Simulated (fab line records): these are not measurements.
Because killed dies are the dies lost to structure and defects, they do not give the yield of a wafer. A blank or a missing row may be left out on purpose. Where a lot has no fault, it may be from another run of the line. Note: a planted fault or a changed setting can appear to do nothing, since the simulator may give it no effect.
fab line records    flow n5-finfet
record: lots: 7  wafers: 19  last-day: 18
route steps=1938 shown GATE_CUT@501 BEOL_M4@1111 PASSIVATION@1936
lots untouched by any fault: they come from a run of this same line in which no faults occurred
start-h: start of the lot's first displayed wafer, in hours after the record's first day    wait-h: hours elapsed since this lot's preceding step    " identical to the entry in the row above    L1.1+2: several wafers, shown together as one row    - value missing, or start not given    * or withheld: withheld    < > ~ a bound
route shown NAME@n: a module of which the file shows steps, and the number in the route of the first    usual: mean/standard deviation of fault-free wafers    same: alike in all rows    chamber/n: place in a boat    sites: the reading at each site    _std_site: their standard deviation    _edge_site: the outer-site mean with the inner-site mean subtracted    radius-mm: how far each site lies from the wafer's centre    mask NAME#n: copy n    behind: the most recent tool/chamber to have shaped the wafer    hold: why the lot was held/for how many hours/how that ended    device: the n, p or np transistor that did not switch    end of line: at the end of the route, the tests of the same wafers    a step without rows: its recipe alone    killed: dies lost to structure and defects at the first sort, not the wafer's yield    map: shows each die of a wafer: x if killed, . if not, _ if none is there
set.NAME: the setting that was run; set.NAME@STEP: the one run at that earlier step    model.NAME: the simulator's own value behind a step, which no gauge read
lots at selected steps of the route; one table per step, one row per wafer
services: the hour from which a tool's chamber was out of use, counted from the record's first day as start-h (under 0 if before that day), plus the number of hours and why
== steps ==
step: N5_GATE_CUT_CUT_ETCH_54
recipe: chemistry: Cl2/BCl3  target: TiN  mask-material: SiO2  target-depth-a: 967  pressure-mtorr: 10  icp-w: 1000  bias-w: 126  Cl2_flow_sccm: 53.25  bcl3-flow-sccm: 21.75  Ar_flow_sccm: 25  ends: cleared
usual: drypump-motor-current-A: 6.0/0.38  etch-rf-on-time-s: 37.1/0.76  he-backside-leak-sccm: 3.38/0.19  mfc-cl2-sccm: 53.26/0.15  oes-product-au: 0.66/0.088  rf-fwd-power-W: 981/5.7  throttle-valve-pct: 22.27/0.26
lot.wafer  tool          chamber  start-h  wait-h  drypump-motor-current-A  etch-rf-on-time-s  he-backside-leak-sccm  mfc-cl2-sccm  oes-product-au  rf-fwd-power-W  rf-hours-counter-h  throttle-valve-pct
L804.3     rie-metal-02  0        127.48   0.0     5.9                      37.2               3.09                   53.28         0.58            977             -                   22.59
L804.4     "             1        "        "       5.9                      35.7               3.34                   53.48         0.81            977             -                   22.24
L804.6     "             0        "        "       5.9                      36.9               3.29                   53.16         0.58            973             -                   22.59
L805.1     rie-metal-01  1        138.11   0.0     6.3                      37.7               3.17                   53.36         0.76            987             17                  21.83
L805.3     "             1        "        "       6.3                      37.7               3.36                   53.29         0.76            985             -                   21.83
L805.4     "             0        "        "       6.2                      37.3               3.18                   53.17         0.61            974             -                   22.35
L808.1     rie-metal-02  1        161.59   0.0     5.9                      35.7               3.48                   53.02         0.79            977             13                  22.27
L808.3     "             0        "        "       5.9                      36.8               3.30                   53.09         0.58            978             -                   22.59
L811.4     rie-metal-02  1        168.42   0.0     5.9                      36.2               3.33                   53.57         0.79            980             -                   22.27
L811.5     "             0        "        "       5.9                      37.0               3.42                   53.31         0.57            976             -                   22.58
L814.1     rie-metal-02  1        187.33   0.0     6.0                      36.8               3.46                   53.50         0.77            982             16                  22.28
L814.3     "             0        "        "       5.9                      37.2               3.29                   53.31         0.57            976             -                   22.59
L814.5     "             1        "        "       6.0                      36.5               3.43                   53.33         0.78            982             -                   22.28
L815.1     rie-metal-01  0        191.53   0.0     6.3                      38.0               3.34                   53.39         0.59            973             97                  22.37
L815.3     "             0        "        "       6.3                      37.8               2.93                   53.16         0.59            974             -                   22.37
L815.6     "             1        "        "       6.3                      37.9               3.59                   53.10         0.74            986             -                   21.86
L820.2     rie-metal-02  0        226.68   0.0     5.9                      37.2               3.20                   53.33         0.56            979             122                 22.61
L820.3     "             1        "        "       5.9                      36.1               3.24                   53.19         0.77            979             -                   22.26
L820.6     "             1        "        "       6.0                      36.2               3.24                   53.24         0.77            975             -                   22.27
step: N5_GATE_CUT_CUT_ETCH_55
recipe: chemistry: BCl3  target: HfO2  mask-material: SiO2  target-depth-a: 32  ion-energy-ev: 30  pressure-mtorr: 5  icp-w: 450  bias-w: 18  bcl3-flow-sccm: 80
step: N5_GATE_CUT_ETCH_47
recipe: chemistry: Cl2/BCl3  target: SiO2  target-depth-a: 100  pressure-mtorr: 10  icp-w: 1000  bias-w: 126  Cl2_flow_sccm: 53.25  bcl3-flow-sccm: 21.75  Ar_flow_sccm: 25
usual: drypump-motor-current-A: 6.0/0.38  he-backside-leak-sccm: 3.5/0.39  mfc-cl2-sccm: 53.23/0.16  oes-product-au: 0.73/0.098  rf-fwd-power-W: 981/6.3  throttle-valve-pct: 22.80/0.26
lot.wafer  tool          chamber  start-h  wait-h  drypump-motor-current-A  he-backside-leak-sccm  mfc-cl2-sccm  oes-product-au  rf-fwd-power-W  rf-hours-counter-h  throttle-valve-pct
L804.3     rie-metal-02  0        127.56   0.0     5.9                      3.1                    53.30         0.64            974             -                   23.10
L804.4     "             1        "        "       5.9                      3.4                    52.85         0.88            979             -                   22.80
L804.6     "             0        "        "       5.9                      3.1                    53.26         0.64            976             -                   23.11
L805.1     rie-metal-01  1        138.20   0.0     6.3                      3.5                    52.98         0.87            989             17                  22.34
L805.3     "             1        "        "       6.3                      3.5                    53.14         0.87            995             -                   22.35
L805.4     "             0        "        "       6.2                      3.7                    53.34         0.68            971             -                   22.88
L808.1     rie-metal-02  1        161.68   0.0     6.0                      5.9                    53.08         0.87            977             13                  22.79
L808.3     "             0        "        "       5.9                      6.4                    53.14         0.64            976             -                   23.09
L811.4     rie-metal-02  1        168.50   0.0     5.9                      3.6                    53.25         0.85            979             -                   22.80
L811.5     "             0        "        "       5.9                      3.3                    53.29         0.64            978             -                   23.13
L814.1     rie-metal-02  1        187.42   0.0     6.0                      3.3                    53.39         0.85            980             16                  22.80
L814.3     "             0        "        "       5.9                      3.2                    53.05         0.63            974             -                   23.12
L814.5     "             1        "        "       6.0                      3.5                    53.16         0.84            979             -                   22.82
L815.1     rie-metal-01  0        191.62   0.0     6.2                      3.1                    53.35         0.67            973             97                  22.89
L815.3     "             0        "        "       6.3                      3.3                    53.30         0.67            973             -                   22.88
L815.6     "             1        "        "       6.3                      3.2                    53.30         0.85            988             -                   22.36
L820.2     rie-metal-02  0        226.77   0.0     5.9                      3.3                    53.22         0.64            979             122                 23.12
L820.3     "             1        "        "       5.9                      3.5                    53.21         0.84            983             -                   22.82
L820.6     "             1        "        "       5.9                      3.4                    53.44         0.85            982             -                   22.81
step: N5_GATE_CUT_VAPOR_ETCH_48
recipe: chemistry: BCl3/Cl2  target: TiN  mode: isotropic
step: N5_GATE_CUT_VAPOR_ETCH_49
recipe: chemistry: BCl3/Cl2  target: TiAlC  mode: isotropic
step: N5_GATE_CUT_VAPOR_ETCH_51
recipe: chemistry: BCl3/Cl2  target: HfO2  mode: isotropic
usual: drypump-motor-current-A: 6.0/0.38  he-backside-leak-sccm: 3.40/0.23  oes-product-au: 0.74/0.1
lot.wafer  tool          chamber  start-h  wait-h  drypump-motor-current-A  he-backside-leak-sccm  oes-product-au
L804.3     rie-metal-02  0        127.65   0.0     5.9                      3.28                   0.64
L804.4     "             1        "        "       5.9                      3.43                   0.88
L804.6     "             0        "        "       5.9                      3.34                   0.64
L805.1     rie-metal-01  1        138.29   0.0     6.3                      3.58                   0.87
L805.3     "             1        "        "       6.3                      3.39                   0.86
L805.4     "             0        "        "       6.2                      3.47                   0.67
L808.1     rie-metal-02  1        161.77   0.0     5.9                      3.36                   0.87
L808.3     "             0        "        "       5.9                      3.36                   0.64
L811.4     rie-metal-02  1        168.59   0.0     6.0                      3.34                   0.85
L811.5     "             0        "        "       5.9                      3.02                   0.64
L814.1     rie-metal-02  1        187.51   0.0     5.9                      3.46                   0.85
L814.3     "             0        "        "       5.9                      3.42                   0.63
L814.5     "             1        "        "       5.9                      3.58                   0.86
L815.1     rie-metal-01  0        191.71   0.0     6.3                      3.44                   0.67
L815.3     "             0        "        "       6.3                      3.37                   0.66
L815.6     "             1        "        "       6.3                      3.28                   0.85
L820.2     rie-metal-02  0        226.86   0.0     5.9                      3.31                   0.62
L820.3     "             1        "        "       5.9                      3.34                   0.84
L820.6     "             1        "        "       5.9                      3.42                   0.83
step: N5_GATE_CUT_STRIP_21
recipe: chemistry: N2/H2  time-s: 30  power-w: 1000  temp-c: 250  pressure-mtorr: withheld  n2-flow-sccm: 1750  h2-flow-sccm: 3250
step: N5_GATE_CUT_STRIP_29
recipe: chemistry: post-etch-residue-remover  time-s: 60  temp-c: 25  remover-ph: withheld  remover-water-wt-pct: withheld  remover-fluoride-wt-pct: withheld
step: N5_GATE_CUT_SRD_52
recipe: dry: ipa-marangoni  time-s: 30  temp-c: 23  rinse-liquid: diw
step: N5_GATE_CUT_ALD_22
recipe: material: SiNx  target-thk-a: 160  temp-c: 400  ald-precursor-family: SiH2I2  ald-co-reactant: N2/H2-plasma  pulse-time-s: 1  ald-cycles: 320  purge-time-s: 2  co-reactant-purge-time-s: 2  pressure-torr: 2
usual: heater-power-w: 794/89  precursor-pulse-height-rel: 1.002/0.019
lot.wafer  tool        chamber  start-h  wait-h  heater-power-w  precursor-pulse-height-rel  since-wet-clean-h
L804.3     ald-sin-03  0        127.85   0.0     729             0.972                       317
L804.4     "           1        "        "       889             1.001                       317
L804.6     "           0        "        "       764             0.988                       -
L805.1     ald-sin-04  1        138.50   0.0     897             0.998                       131
L805.3     "           0        "        "       766             1.056                       131
L805.4     "           2        "        "       820             0.994                       131
L808.1     ald-sin-01  0        161.98   0.0     726             0.985                       63
L808.3     "           2        "        "       788             0.997                       63
L811.4     ald-sin-03  0        168.79   0.0     779             1.022                       358
L811.5     "           2        "        "       721             0.986                       -
L814.1     ald-sin-04  0        187.72   0.0     761             1.027                       180
L814.3     "           1        "        "       923             1.017                       180
L814.5     "           3        "        "       657             0.974                       -
L815.1     ald-sin-01  1        191.92   0.0     817             1.015                       93
L815.3     "           3        "        "       819             0.995                       93
L815.6     "           1        "        "       825             0.978                       -
L820.2     ald-sin-04  0        227.84   0.8     740             0.986                       220
L820.3     "           1        "        "       919             1.011                       220
L820.6     "           0        "        "       754             1.023                       -
step: N5_GATE_CUT_CMP_23
recipe: stop-on: SiO2  t-overpolish-s: 23.4  post-cmp-clean: alkaline-brush  down-force-psi: 2.5  platen-rpm: 51.8  pad-velocity-m-s: 1.0307  target-thk-nm: 16
usual: motor-current-A: 9.0/0.99  overpolish-run-s: 23.400/0.01  platen-rpm: 51.80/0.04  time-to-endpoint-s: 19.5/2.6
lot.wafer  tool    chamber  start-h  wait-h  motor-current-A  overpolish-run-s  platen-rpm  time-to-endpoint-s
L804.3     cmp-03  3        129.38   0.8     10.2             23.399            51.80       19.5
L804.4     "       1        "        "       10.4             23.386            51.73       14.4
L804.6     "       2        "        "       9.6              23.404            51.78       19.7
L805.4     cmp-01  1        139.99   0.8     9.2              23.388            51.90       18.6
L805.3     "       2        "        "       9.7              23.418            51.79       14.3
L805.1     "       0        "        "       7.9              23.403            51.76       19.6
L808.3     cmp-01  3        163.47   0.8     10.7             23.413            51.86       20.4
L808.1     "       2        "        "       9.7              23.402            51.82       17.2
L811.4     cmp-01  1        170.31   0.8     9.5              23.393            51.80       18.8
L811.5     "       0        "        "       7.8              23.395            51.78       21.0
L814.1     cmp-01  2        189.25   0.8     9.8              23.379            51.79       13.0
L814.3     "       0        "        "       8.0              23.394            51.81       20.8
L814.5     "       1        "        "       9.6              23.401            51.77       17.7
L815.3     cmp-02  1        193.49   0.8     7.4              23.392            51.77       22.1
L815.1     "       2        "        "       8.2              23.416            51.71       21.5
L815.6     "       3        "        "       8.7              23.409            51.87       23.3
L820.3     cmp-02  0        229.33   0.8     8.3              23.408            51.81       17.7
L820.2     "       3        "        "       8.3              23.373            51.75       19.4
L820.6     "       0        "        "       7.8              23.395            51.85       16.6
step: N5_GATE_CUT_THK_MEAS_24
recipe: reads: SiO2_of_GATE_CUT_HM_DEP_46+SiO2_flowable_of_ILD0_FCVD_FILL_01
usual: GC_FILL_THK: 219.4/2.2
lot.wafer  tool           chamber  start-h  wait-h  GC_FILL_THK[nm]
L804.3     film-metro-01  -        129.63   -       223.8
L804.4     "              -        "        "       221.1
L804.6     "              -        "        "       222.3
L805.1     film-metro-01  -        140.28   -       220.1
L805.3     "              -        "        "       219.7
L805.4     "              -        "        "       219.4
L808.1     film-metro-01  -        163.76   -       219.0
L808.3     "              -        "        "       218.2
L811.4     film-metro-01  -        170.57   -       220.5
L811.5     "              -        "        "       218.4
L814.1     film-metro-01  -        189.51   -       218.7
L814.3     "              -        "        "       220.7
L814.5     "              -        "        "       222.2
L815.1     film-metro-02  -        193.71   -       221.7
L815.3     "              -        "        "       218.6
L815.6     "              -        "        "       219.5
L820.2     film-metro-01  -        229.63   -       215.5
L820.3     "              -        "        "       216.7
L820.6     "              -        "        "       218.0
step: N5_GATE_CUT_CMP_43
recipe: material: SiO2  post-cmp-clean: rinse-only
usual: motor-current-A: 12.1/1.3
lot.wafer  tool    chamber  start-h  wait-h  motor-current-A  model.SiNx_of_GATE_CUT_ALD_22.thk-nm
L804.4     cmp-02  2        129.66   0.0     10.6             7.8
L804.3     "       3        "        "       11.0             7.8
L804.6     "       2        "        "       10.7             7.6
L805.4     cmp-03  0        140.39   0.1     12.1             4.4
L805.3     "       1        "        "       13.6             5.2
L805.1     "       2        "        "       12.6             6
L808.1     cmp-02  2        163.87   0.1     10.6             9.2
L808.3     "       0        "        "       10.9             3.8
L811.4     cmp-02  3        170.84   0.3     11.4             4.4
L811.5     "       1        "        "       10.5             8.4
L814.3     cmp-02  2        189.54   0.0     11.3             6.6
L814.1     "       1        "        "       10.6             10.6
L814.5     "       3        "        "       11.1             9
L815.1     cmp-03  2        193.90   0.2     11.7             4.2
L815.3     "       3        "        "       14.1             6.4
L815.6     "       1        "        "       12.9             2.6
L820.2     cmp-03  0        229.73   0.1     11.8             4.8
L820.3     "       2        "        "       12.2             5
L820.6     "       0        "        "       11.8             4.8
step: N5_GATE_CUT_CMP_61
recipe: stop-on: SiNx  t-overpolish-s: 3  post-cmp-clean: alkaline-brush  down-force-psi: 4  platen-rpm: 27.09  pad-velocity-m-s: 0.539
step: N5_BEOL_M4_RC_MEAS_101
usual: DIBL_N: 36.5/2  DIBL_P: 36.5/2.3  IOFF_N: 0.16/0.036  IOFF_P: 0.21/0.037  ION_N: 672/12  ION_P: 459/7.1  SS_N: 71.6/0.73  SS_P: 73.4/0.76  VT_N: 250/3.3  VT_P: -250.5/2.9
lot.wafer  tool       chamber  start-h  wait-h  DIBL_N[mV/V]  DIBL_P[mV/V]  IOFF_N[nA/um]  IOFF_P[nA/um]  ION_N[uA/um]  ION_P[uA/um]  SS_N[mV/dec]  SS_P[mV/dec]  VT_N[mV]  VT_P[mV]
L804.3     prober-01  0        223.63   0.3     32.9          33.1          0.10           0.15           651           450           70.4          72.3          255       -253.9
L804.4     "          0        "        "       38.1          38.9          0.19           0.24           676           461           72.7          73.7          248       -247.5
L804.6     "          0        "        "       35.0          34.4          0.13           0.17           664           453           71.4          73.5          254       -252.8
L805.1     prober-01  0        226.88   0.0     35.7          34.9          0.14           0.17           661           450           70.6          73.3          253       -253.3
L805.3     "          0        "        "       35.6          35.4          0.13           0.17           656           451           70.5          73.1          253       -254.8
L805.4     "          0        "        "       38.8          37.9          0.21           0.23           682           464           72.0          74.3          246       -250.4
L811.4     prober-02  0        258.07   0.5     40.2          39.0          0.21           0.25           649           444           73.9          73.9          249       -250.4
L811.5     "          0        "        "       37.8          38.2          0.16           0.24           648           452           72.4          73.2          254       -251.2
L808.1     prober-02  0        260.12   0.0     35.7          36.0          0.14           0.21           675           461           70.8          73.1          252       -249.6
L808.3     "          0        "        "       36.6          37.2          0.17           0.23           676           463           71.1          73.9          250       -246.2
L815.1     prober-02  0        274.13   0.0     34.9          33.7          0.13           0.20           664           466           71.1          72.7          253       -248.9
L815.3     "          0        "        "       37.1          35.2          0.15           0.22           654           449           71.9          72.9          255       -250.1
L815.6     "          0        "        "       36.9          36.0          0.16           0.24           681           473           71.1          73.3          250       -245.5
L814.1     prober-01  0        280.17   0.0     36.2          34.6          0.16           0.19           672           456           71.8          74.1          247       -253.7
L814.3     "          0        "        "       34.5          32.5          0.12           0.16           665           454           71.2          72.4          255       -256.7
L814.5     "          0        "        "       35.0          33.4          0.13           0.17           671           459           70.8          72.3          249       -251.9
L820.2     prober-01  0        332.22   0.2     41.1          42.9          0.27           0.25           704           461           72.7          75.0          245       -252.2
L820.3     "          0        "        "       35.5          37.8          0.14           0.19           664           454           71.2          73.7          253       -253.2
L820.6     "          0        "        "       36.7          38.2          0.16           0.19           677           455           71.6          74.5          251       -254.5
step: N5_PASSIVATION_PROBE_49
usual: defect-limited-yield: 91.4/1.4  killed_at_M0_to_M3: 33/11  killed_at_M4_up: 13/5.3  killed-at-contacts: 13/6.1  killed-at-front-end: 40/11  killed-at-other: 2.9/2.7  killed-dies: 102/17  killed-open: 68/13  killed-short: 32/7.5  sort_bin_4_leakage: 0.00/0.022  sort_bin_5_function: 5.1/0.98  sort_bin_6_memory: 3.2/0.69  sort_bin_8_speed: 0.1/1.1  sort-n-pass: 1077/21  sort-yield-pct: 91.3/1.7
same: gross-dies: 1180  killed-at-back-side: 0
lot.wafer  tool       chamber  start-h  wait-h  defect-limited-yield[%]  killed_at_M0_to_M3  killed_at_M4_up  killed-at-contacts  killed-at-front-end  killed-at-other  killed-dies  killed-open  killed-short  sort_bin_4_leakage[%]  sort_bin_5_function[%]  sort_bin_6_memory[%]  sort_bin_8_speed[%]  sort-n-pass  sort-yield-pct[%]
L804.3     prober-02  -        340.63   0.1     91.4                     48                  7                4                   41                   1                101          61           37            0                      5.7                     2.6                   0                    1079         91.4
L804.4     prober-02  -        340.68   0.2     88.6                     44                  17               19                  53                   2                135          86           47            0                      7.0                     3.9                   0                    1045         88.6
L804.6     prober-02  -        340.78   0.3     89.7                     49                  21               12                  35                   5                122          75           45            0                      6.3                     3.8                   0                    1058         89.7
L805.1     prober-02  -        350.59   0.0     91.0                     33                  15               15                  41                   2                106          73           32            0                      5.4                     3.4                   0                    1074         91.0
L805.3     prober-02  -        350.69   0.1     89.4                     56                  12               13                  44                   0                125          71           49            0                      6.7                     3.3                   0                    1055         89.4
L805.4     prober-02  -        350.74   0.2     90.4                     47                  8                11                  42                   5                113          75           38            0                      5.7                     3.5                   0                    1067         90.4
L811.4     prober-01  -        378.53   0.2     92.0                     29                  4                12                  45                   4                94           55           36            0                      4.5                     2.8                   0.1                  1085         91.9
L811.5     prober-01  -        378.58   0.2     92.9                     30                  7                11                  36                   0                84           55           29            0                      4.1                     2.8                   0                    1096         92.9
L808.1     prober-02  -        390.28   0.0     91.9                     34                  8                19                  30                   4                95           66           28            0                      4.7                     3.1                   0                    1085         91.9
L808.3     prober-02  -        390.38   0.1     91.6                     36                  11               11                  28                   13               99           66           32            0                      4.6                     3.3                   0                    1081         91.6
L815.1     prober-02  -        395.48   0.0     88.9                     33                  15               23                  59                   1                131          77           53            0                      7.0                     3.7                   0                    1049         88.9
L815.3     prober-02  -        395.58   0.1     92.5                     13                  15               9                   51                   1                89           54           31            0                      4.8                     2.5                   0                    1091         92.5
L815.6     prober-02  -        395.73   0.3     90.8                     21                  10               21                  56                   0                108          64           41            0                      4.7                     4.0                   0                    1072         90.8
L814.1     prober-01  -        399.58   0.0     89.2                     62                  24               10                  31                   1                128          86           42            0                      6.4                     4.0                   0                    1052         89.2
L814.3     prober-01  -        399.68   0.1     88.0                     37                  28               9                   66                   2                142          94           46            0                      6.5                     5.3                   0                    1038         88.0
L814.5     prober-01  -        399.78   0.2     92.8                     27                  10               16                  26                   6                85           56           27            0                      4.7                     2.2                   0                    1095         92.8
L820.2     prober-02  -        437.18   0.1     92.2                     38                  10               5                   37                   2                92           59           31            0.25                   5.0                     2.5                   0                    1085         91.9
L820.3     prober-02  -        437.23   0.1     93.6                     23                  5                1                   46                   0                75           54           21            0                      3.6                     2.2                   0                    1105         93.6
L820.6     prober-02  -        437.38   0.3     90.0                     52                  8                7                   50                   1                118          70           48            0                      6.2                     3.6                   0                    1062         90.0
killed by level:class
L804.3 BEOL_M0_SAQP:geometric-particle:open=14 STI_FIN_REVEAL:geometric-particle:open=9 BEOL_M1:geometric-particle:open=8 BEOL_M3:geometric-particle:open=8 GATE_CUT:geometric-particle:short=7 BEOL_M0_SAQP:geometric-particle:short=7 FIN_SAQP:geometric-particle:open=6 FIN_SAQP:geometric-particle:short=6
L804.4 MOL_CONTACT_COAG:geometric-particle:open=15 BEOL_M2:geometric-particle:open=14 STI_FIN_REVEAL:geometric-particle:open=12 FIN_SAQP:geometric-particle:open=11 FIN_SAQP:geometric-particle:short=10 BEOL_M0_SAQP:geometric-particle:short=9 BEOL_M0_SAQP:geometric-particle:open=9 BEOL_M4:geometric-particle:open=7
L804.6 BEOL_M0_SAQP:geometric-particle:short=14 BEOL_M4:geometric-particle:open=12 BEOL_M2:geometric-particle:open=10 MOL_CONTACT_COAG:geometric-particle:open=9 BEOL_M0_SAQP:geometric-particle:open=9 FIN_SAQP:geometric-particle:open=7 FIN_SAQP:geometric-particle:short=6 BEOL_M2:geometric-particle:short=6
L805.1 STI_FIN_REVEAL:geometric-particle:open=13 BEOL_M1:geometric-particle:open=11 MOL_CONTACT_COAG:geometric-particle:open=10 BEOL_M4:geometric-particle:open=10 BEOL_M3:geometric-particle:open=8 FIN_SAQP:geometric-particle:short=6 FIN_SAQP:geometric-particle:open=5 GATE_CUT:geometric-particle:short=5
L805.3 STI_FIN_REVEAL:geometric-particle:open=13 BEOL_M0_SAQP:geometric-particle:short=11 MOL_CONTACT_COAG:geometric-particle:open=10 BEOL_M3:geometric-particle:open=10 BEOL_M2:geometric-particle:open=8 BEOL_M1:geometric-particle:open=7 FIN_SAQP:geometric-particle:open=6 BEOL_M4:geometric-particle:open=6
L805.4 BEOL_M1:geometric-particle:open=18 STI_FIN_REVEAL:geometric-particle:open=14 FIN_SAQP:geometric-particle:short=12 BEOL_M0_SAQP:geometric-particle:short=8 BEOL_M3:geometric-particle:open=8 MOL_CONTACT_COAG:geometric-particle:open=7 BEOL_M0_SAQP:geometric-particle:open=7 FIN_SAQP:geometric-particle:open=5
L811.4 FIN_SAQP:geometric-particle:open=17 MOL_CONTACT_COAG:geometric-particle:open=11 BEOL_M0_SAQP:geometric-particle:short=8 GATE_CUT:geometric-particle:short=6 BEOL_M0_SAQP:geometric-particle:open=5 STARTING-WAFER:geometric-particle:short=5 FIN_SAQP:geometric-particle:short=4 BEOL_M1:geometric-particle:open=3
L811.5 MOL_CONTACT_COAG:geometric-particle:open=10 BEOL_M0_SAQP:geometric-particle:open=9 FIN_SAQP:geometric-particle:short=6 FIN_SAQP:geometric-particle:open=5 GATE_CUT:geometric-particle:open=5 BEOL_M0_SAQP:geometric-particle:short=5 BEOL_M2:geometric-particle:open=5 BEOL_M2:geometric-particle:short=5
L808.1 MOL_CONTACT_COAG:geometric-particle:open=17 BEOL_M0_SAQP:geometric-particle:open=15 FIN_SAQP:geometric-particle:open=7 BEOL_M0_SAQP:geometric-particle:short=7 FIN_SAQP:geometric-particle:short=6 BEOL_M2:geometric-particle:open=5 BEOL_M7:geometric-particle:open=5 STI_FIN_REVEAL:geometric-particle:open=4
L808.3 BEOL_M0_SAQP:geometric-particle:open=11 BEOL_M0_SAQP:geometric-particle:short=10 MOL_CONTACT_COAG:geometric-particle:open=9 STARTING-WAFER:geometric-particle:short=7 FIN_SAQP:geometric-particle:open=6 BEOL_M2:geometric-particle:open=6 PASS1_CAP:geometric-particle:open=5 GATE_CUT:geometric-particle:open=4
L815.1 FIN_SAQP:geometric-particle:short=15 MOL_CONTACT_COAG:geometric-particle:open=13 BEOL_M0_SAQP:geometric-particle:short=11 GATE_CUT:geometric-particle:short=10 MOL_CONTACT_COAG:geometric-particle:short=9 BEOL_M4:geometric-particle:open=9 BEOL_M0_SAQP:geometric-particle:open=8 BEOL_M3:geometric-particle:open=8
L815.3 STI_FIN_REVEAL:geometric-particle:open=11 BEOL_M4:geometric-particle:open=9 FIN_SAQP:geometric-particle:open=8 GATE_CUT:geometric-particle:short=6 FIN_SAQP:geometric-particle:short=5 STARTING-WAFER:geometric-particle:short=5 MOL_CONTACT_COAG:geometric-particle:open=5 STI_FIN_REVEAL:geometric-particle:short=4
L815.6 STI_FIN_REVEAL:geometric-particle:open=18 FIN_SAQP:geometric-particle:short=15 MOL_CONTACT_COAG:geometric-particle:open=13 FIN_SAQP:geometric-particle:open=8 MOL_CONTACT_COAG:geometric-particle:short=7 BEOL_M1:geometric-particle:open=7 BEOL_M3:geometric-particle:open=5 BEOL_M4:geometric-particle:open=5
L814.1 BEOL_M0_SAQP:geometric-particle:short=15 BEOL_M0_SAQP:geometric-particle:open=15 MOL_CONTACT_COAG:geometric-particle:open=9 BEOL_M3:geometric-particle:open=9 BEOL_M4:geometric-particle:open=9 FIN_SAQP:geometric-particle:open=8 STI_FIN_REVEAL:geometric-particle:open=8 BEOL_M2:geometric-particle:open=7
L814.3 STI_FIN_REVEAL:geometric-particle:open=16 BEOL_M4:geometric-particle:open=14 FIN_SAQP:geometric-particle:short=13 FIN_SAQP:geometric-particle:open=12 BEOL_M0_SAQP:geometric-particle:open=10 GATE_CUT:geometric-particle:short=8 MOL_CONTACT_COAG:geometric-particle:open=8 BEOL_M0_SAQP:geometric-particle:short=7
L814.5 MOL_CONTACT_COAG:geometric-particle:open=11 BEOL_M0_SAQP:geometric-particle:open=8 BEOL_M4:geometric-particle:open=7 MOL_CONTACT_COAG:geometric-particle:short=5 STI_FIN_REVEAL:geometric-particle:open=4 STARTING-WAFER:geometric-particle:open=4 PASS1_CAP:geometric-particle:short=4 DUMMY_GATE:geometric-particle:open=3
L820.2 BEOL_M0_SAQP:geometric-particle:short=10 BEOL_M1:geometric-particle:open=9 STI_FIN_REVEAL:geometric-particle:open=7 STARTING-WAFER:geometric-particle:open=7 BEOL_M3:geometric-particle:open=7 FIN_SAQP:geometric-particle:short=5 MOL_CONTACT_COAG:geometric-particle:open=5 BEOL_M2:geometric-particle:open=5
L820.3 BEOL_M3:geometric-particle:open=11 DUMMY_GATE:geometric-particle:open=10 FIN_SAQP:geometric-particle:short=9 STI_FIN_REVEAL:geometric-particle:open=9 GATE_CUT:geometric-particle:open=6 BEOL_M0_SAQP:geometric-particle:short=4 STARTING-WAFER:geometric-particle:open=4 FIN_SAQP:geometric-particle:open=3
L820.6 BEOL_M0_SAQP:geometric-particle:short=15 STI_FIN_REVEAL:geometric-particle:open=12 BEOL_M0_SAQP:geometric-particle:open=10 BEOL_M3:geometric-particle:open=10 GATE_CUT:geometric-particle:short=7 BEOL_M1:geometric-particle:open=7 FIN_SAQP:geometric-particle:short=6 MOL_CONTACT_COAG:geometric-particle:open=6
== services ==
tool          chamber  start-h  hours  kind
cmp-01        -        103.65   8.3    pm
cmp-02        -        103.74   4.0    pm
cmp-02        -        107.74   -      consumable-replace:conditioner
cmp-02        -        107.74   -      consumable-replace:pad
ald-sin-01    2        109.21   3.2    repair
ald-sin-04    -        112.72   2.8    pm
cmp-03        -        115.99   6.2    pm
rie-metal-02  -        130.88   1.4    pm
ald-sin-04    3        132.14   3.9    repair
rie-metal-02  -        140.17   10.0   pm
cmp-03        -        150.91   0.5    repair
cmp-02        -        158.53   3.9    repair
ald-sin-03    -        177.13   14.0   pm
ald-sin-03    0        177.13   14.0   vent-cycle
ald-sin-03    1        177.13   14.0   vent-cycle
ald-sin-03    2        177.13   14.0   vent-cycle
ald-sin-03    3        177.13   14.0   vent-cycle
ald-sin-04    2        177.27   15.7   repair
ald-sin-03    0        191.13   -      clean
ald-sin-03    1        191.13   -      clean
ald-sin-03    2        191.13   -      clean
ald-sin-03    3        191.13   -      clean
ald-sin-04    -        229.30   6.1    pm
== key ==
first-sign none at tools or gauges
model-effect: step: N5_GATE_CUT_CMP_43  value: SiNx_of_GATE_CUT_ALD_22.thk-nm  without: 5.5  struck: 9.3
met-at N5_GATE_CUT_CMP_43
struck-wafers L808.1,L811.5,L814.1,L814.5
onset-between 129.66 163.87
fault: kind: process-parameter-drift  tool: cmp-02  chamber: -  onset-h: 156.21  steps: N5_GATE_CUT_CMP_43  channel: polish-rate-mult  offset: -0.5  shape: step  end-h: 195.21  scope: struck-wafers-only
